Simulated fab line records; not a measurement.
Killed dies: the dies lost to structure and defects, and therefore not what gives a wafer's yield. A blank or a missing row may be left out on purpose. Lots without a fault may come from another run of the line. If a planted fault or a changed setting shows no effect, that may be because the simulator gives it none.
Which tool is to blame? + flow nand harc + 12 lots, 36 wafers sampled, at 5 steps of a route of 1159

WHAT THE GAUGES READ, wafer by wafer
NHARC_A_BONDPAD_CD_MEAS_09: target cd 500 nm. Usual: cd nm at 500.7 nm, with a standard deviation of 2.5.
| lot  | measured     | on        | cd nm (nm)        | flag |
|------|--------------|-----------|-------------------|------|
| L178 | day 18 04:37 | cd sem-03 | 501.4 502.6 496.6 |      |
| L179 | day 18 06:37 | cd sem-03 | 503.4 502.3 496.4 |      |
| L181 | day 18 15:41 | cd sem-03 | 506.3 505.1 501.9 |      |
| L180 | day 18 21:44 | cd sem-02 | 499.4 502.9 504.3 |      |
| L184 | day 19 19:36 | cd sem-03 | 501.9 496.7 500.0 |      |
| L187 | day 20 03:26 | cd sem-03 | 500.4 502.5 501.3 |      |
| L188 | day 20 18:14 | cd sem-02 | 498.5 502.1 499.2 |      |
| L190 | day 20 19:08 | cd sem-02 | 501.3 501.7 502.3 |      |
| L194 | day 22 09:58 | cd sem-02 | 500.3 497.6 500.9 |      |
| L197 | day 22 10:25 | cd sem-03 | 498.0 499.8 500.2 |      |
| L196 | day 22 11:31 | cd sem-01 | 501.4 503.1 501.8 |      |
| L198 | day 23 05:50 | cd sem-02 | 502.2 498.9 500.7 |      |

NHARC_END_SORT_01. Usual: defect limited yield 96.0 %, standard deviation 1.3; killed at array 24, standard deviation 8.4; killed at other 0.7, standard deviation 1.1; killed at periphery 2.9, standard deviation 1.7; killed dies 27, standard deviation 8.6; killed open 3.3, standard deviation 1.8; killed short 1.8, standard deviation 1.4; sort_bin_2_pct 1.3 %, standard deviation 0.56; sort_bin_3_pct 0.19 %, standard deviation 0.18; sort_bin_4_pct 2.6 %, standard deviation 0.84; sort n pass 650, standard deviation 8.6; sort rim yield pct 96.1 %, standard deviation 2.3; sort yield pct 96.0 %, standard deviation 1.3.
| lot  | measured     | on        | defect limited yield (%) | killed at array | killed at other | killed at periphery | killed dies | killed open | killed short | sort_bin_2_pct (%) | sort_bin_3_pct (%) | sort_bin_4_pct (%) | sort n pass | sort rim yield pct (%) | sort yield pct (%) | flag |
|------|--------------|-----------|--------------------------|-----------------|-----------------|---------------------|-------------|-------------|--------------|--------------------|--------------------|--------------------|-------------|------------------------|--------------------|------|
| L194 | day 24 05:59 | prober-02 | 95.7 85.4 95.3           | 26 97 30        | 2 0 1           | 1 2 1               | 29 99 32    | 5 4 2       | 3 2 1        | 1.5 7.1 1.0        | 0.15 2.95 0.15     | 2.7 4.6 3.5        | 648 578 645 | 96.2 86.8 99.1         | 95.7 85.4 95.3     | OFF  |
| L197 | day 23 21:20 | prober-02 | 84.5 94.1 93.5           | 100 36 39       | 1 0 0           | 4 4 5               | 105 40 44   | 4 2 7       | 2 3 4        | 6.2 1.3 3.0        | 2.95 0.44 0.30     | 6.4 4.1 3.2        | 572 637 633 | 84.0 95.3 91.5         | 84.5 94.1 93.5     | OFF  |
| L196 | day 23 21:25 | prober-01 | 95.7 94.5 87.1           | 24 34 83        | 0 1 0           | 5 2 4               | 29 37 87    | 1 3 4       | 2 2 0        | 1.9 1.8 6.5        | 0.15 0.74 2.22     | 2.2 3.0 4.1        | 648 640 590 | 95.3 98.1 80.2         | 95.7 94.5 87.1     | OFF  |
| L198 | day 24 16:04 | prober-01 | 95.1 96.8                | 31 21           | 0 0             | 2 1                 | 33 22       | 4 1         | 3 4          | 0.9 0.6            | 0.44 0             | 3.5 2.7            | 644 655     | 99.1 99.1              | 95.1 96.8          |      |

WHICH TOOL RAN EACH LOT (tool, then ch and the chambers of the sampled wafers, then the start)
| lot  | NHARC_A_M1_ETCH_28                            | NHARC_A_M1_PRE_CLEAN_30      | NHARC_THIN_TSV_PVD_51                   |
|------|-----------------------------------------------|------------------------------|-----------------------------------------|
| L178 | rie diel-10 ch 0,2,3, day 18 01:10 or earlier | pvd sputter-01, day 18 01:10 | pvd sputter-01, no start                |
| L179 | rie diel-12 ch 0,1,3, day 18 03:06 or earlier | pvd sputter-01, day 18 03:06 | pvd sputter-03, no start                |
| L181 | rie diel-12 ch 0,1,3, day 18 12:20 or earlier | pvd sputter-03, day 18 12:20 | pvd sputter-03, no start                |
| L180 | rie diel-02 ch 0,2,3, day 18 17:57 or earlier | pvd sputter-01, day 18 17:57 | pvd sputter-02, no start                |
| L184 | rie diel-12 ch 0,1, day 19 16:12 or earlier   | pvd sputter-01, day 19 16:12 | pvd sputter-01, no start                |
| L187 | rie diel-10 ch 0,2,3, day 19 23:52 or earlier | pvd sputter-01, day 19 23:52 | pvd sputter-02, no start                |
| L188 | rie diel-10 ch 1,2,3, day 20 14:49 or earlier | pvd sputter-03, day 20 14:49 | pvd sputter-03, no start                |
| L190 | rie diel-02 ch 0,1,3, day 20 15:41 or earlier | pvd sputter-01, day 20 15:41 | pvd sputter-01, no start                |
| L194 | rie diel-12 ch 0,1,2, day 22 06:18 or earlier | pvd sputter-01, day 22 06:18 | pvd sputter-02, day 24 05:59 or earlier |
| L197 | rie diel-10 ch 0,3, day 22 06:46 or earlier   | pvd sputter-01, day 22 06:46 | pvd sputter-02, day 23 21:20 or earlier |
| L196 | rie diel-12 ch 1,2, day 22 07:31 or earlier   | pvd sputter-01, day 22 07:31 | pvd sputter-02, day 23 21:25 or earlier |
| L198 | rie diel-10 ch 1,2,3, day 23 02:25 or earlier | pvd sputter-02, day 23 02:25 | pvd sputter-02, day 24 16:04 or earlier |
- NHARC_A_M1_ETCH_28: etches the open film in CF4/N2, target depth 30 nm, time 72.99 s.
- NHARC_A_M1_PRE_CLEAN_30: time 30 s.
- NHARC_THIN_TSV_PVD_51: deposits Cu, target thk 100 nm.

WHAT THE TOOLS THEMSELVES READ (means of the sampled wafers that have a number; where no wafer has one, the mark that the record gives instead)
NHARC_A_M1_ETCH_28. Usual: drypump motor current A 5.4 A, standard deviation 0.5; oes product au 1.001 a.u., standard deviation 0.013; rf vpp V 314.3 V, standard deviation 1.8; showerhead plenum p Torr 2.63 Torr, standard deviation 0.089; throttle valve pct 19.795 %, standard deviation 0.0093.
| lot  | tool        | drypump motor current A (A) | oes product au (a.u.) | rf vpp V (V) | showerhead plenum p Torr (Torr) | throttle valve pct (%) | flag |
|------|-------------|-----------------------------|-----------------------|--------------|---------------------------------|------------------------|------|
| L178 | rie diel-10 | 5.5                         | 1.001                 | 314.7        | 2.65                            | 19.800                 |      |
| L179 | rie diel-12 | 5.6                         | 0.996                 | 313.4        | 2.59                            | 19.795                 |      |
| L181 | rie diel-12 | 5.6                         | 1.005                 | 312.8        | 2.59                            | 19.807                 |      |
| L180 | rie diel-02 | 5.4                         | 1.005                 | 314.5        | 2.62                            | 19.800                 |      |
| L184 | rie diel-12 | 5.7                         | 0.985                 | 313.0        | 2.61                            | 19.793                 |      |
| L187 | rie diel-10 | 5.5                         | 0.992                 | 314.1        | 2.64                            | 19.792                 |      |
| L188 | rie diel-10 | 5.0                         | 0.995                 | 314.8        | 2.68                            | 19.801                 |      |
| L190 | rie diel-02 | 5.5                         | 1.001                 | 314.7        | 2.64                            | 19.792                 |      |
| L194 | rie diel-12 | 5.5                         | 1.000                 | 315.2        | 2.66                            | 19.801                 |      |
| L197 | rie diel-10 | 6.1                         | 0.986                 | 313.4        | 2.59                            | 19.792                 |      |
| L196 | rie diel-12 | 5.3                         | 1.015                 | 314.6        | 2.68                            | 19.798                 |      |
| L198 | rie diel-10 | 5.1                         | 0.993                 | 315.3        | 2.68                            | 19.793                 |      |

NHARC_A_M1_PRE_CLEAN_30. Usual: heater power w at 396 W, with a standard deviation of 32.
| lot  | tool           | heater power w (W) | flag |
|------|----------------|--------------------|------|
| L178 | pvd sputter-01 | 428                |      |
| L179 | pvd sputter-01 | 401                |      |
| L181 | pvd sputter-03 | 390                |      |
| L180 | pvd sputter-01 | 426                |      |
| L184 | pvd sputter-01 | 426                |      |
| L187 | pvd sputter-01 | 378                |      |
| L188 | pvd sputter-03 | 403                |      |
| L190 | pvd sputter-01 | 396                |      |
| L194 | pvd sputter-01 | 399                |      |
| L197 | pvd sputter-01 | 391                |      |
| L196 | pvd sputter-01 | 388                |      |
| L198 | pvd sputter-02 | 378                |      |

NHARC_THIN_TSV_PVD_51. Usual: throttle valve pct at 29.7 %, with a standard deviation of 1.
| lot  | tool           | throttle valve pct (%) | flag |
|------|----------------|------------------------|------|
| L178 | pvd sputter-01 | 30.0                   |      |
| L179 | pvd sputter-03 | 29.6                   |      |
| L181 | pvd sputter-03 | 29.4                   |      |
| L180 | pvd sputter-02 | 28.4                   |      |
| L184 | pvd sputter-01 | 29.8                   |      |
| L187 | pvd sputter-02 | 28.8                   |      |
| L188 | pvd sputter-03 | 30.2                   |      |
| L190 | pvd sputter-01 | 29.6                   |      |
| L194 | pvd sputter-02 | 29.1                   |      |
| L197 | pvd sputter-02 | 29.8                   |      |
| L196 | pvd sputter-02 | 30.1                   |      |
| L198 | pvd sputter-02 | 29.0                   |      |

THE ANSWER, worked out from the rows above alone
Rule: take the mean of a lot's wafers that have a number; if it is more than 3 standard deviations from the usual mean, the lot is off. Also off: a lot with no number at a reading for which 4 or more lots have one. All remaining lots with rows at the step are treated as sound. First the gauges in route order, then the tools' own readings, where a lot's mean is used as printed above. The first step at which some lot is off is used, and at that step the reading that is off furthest; a lot without a number counts as furthest.
Off: L194, L197, L196 (NHARC_END_SORT_01, sort_bin_3_pct). Neither off nor sound, because the step has no rows for them: L178, L179, L181, L180, L184, L187, L188, L190.
A tool fits if, at a process step before that reading, it ran every lot that is off, and no sound lot after the first of them. The gauges at NHARC_END_SORT_01 are tried like those tools. With no start given for some of its lots, NHARC_A_M1_ETCH_28 uses the hours and lot order of NHARC_A_M1_PRE_CLEAN_30. With no start given for some of its lots, NHARC_THIN_TSV_PVD_51 uses the hours and lot order of NHARC_END_SORT_01. One fits: NHARC_A_M1_PRE_CLEAN_30 on pvd sputter-01. It ran no sound lot before its first lot that is off in this sample, so the start can't be narrowed down.

WHAT THE SIMULATOR HAD PUT IN
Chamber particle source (pvd sputter-01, NHARC_A_M1_PRE_CLEAN_30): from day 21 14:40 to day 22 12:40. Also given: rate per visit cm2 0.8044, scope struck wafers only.
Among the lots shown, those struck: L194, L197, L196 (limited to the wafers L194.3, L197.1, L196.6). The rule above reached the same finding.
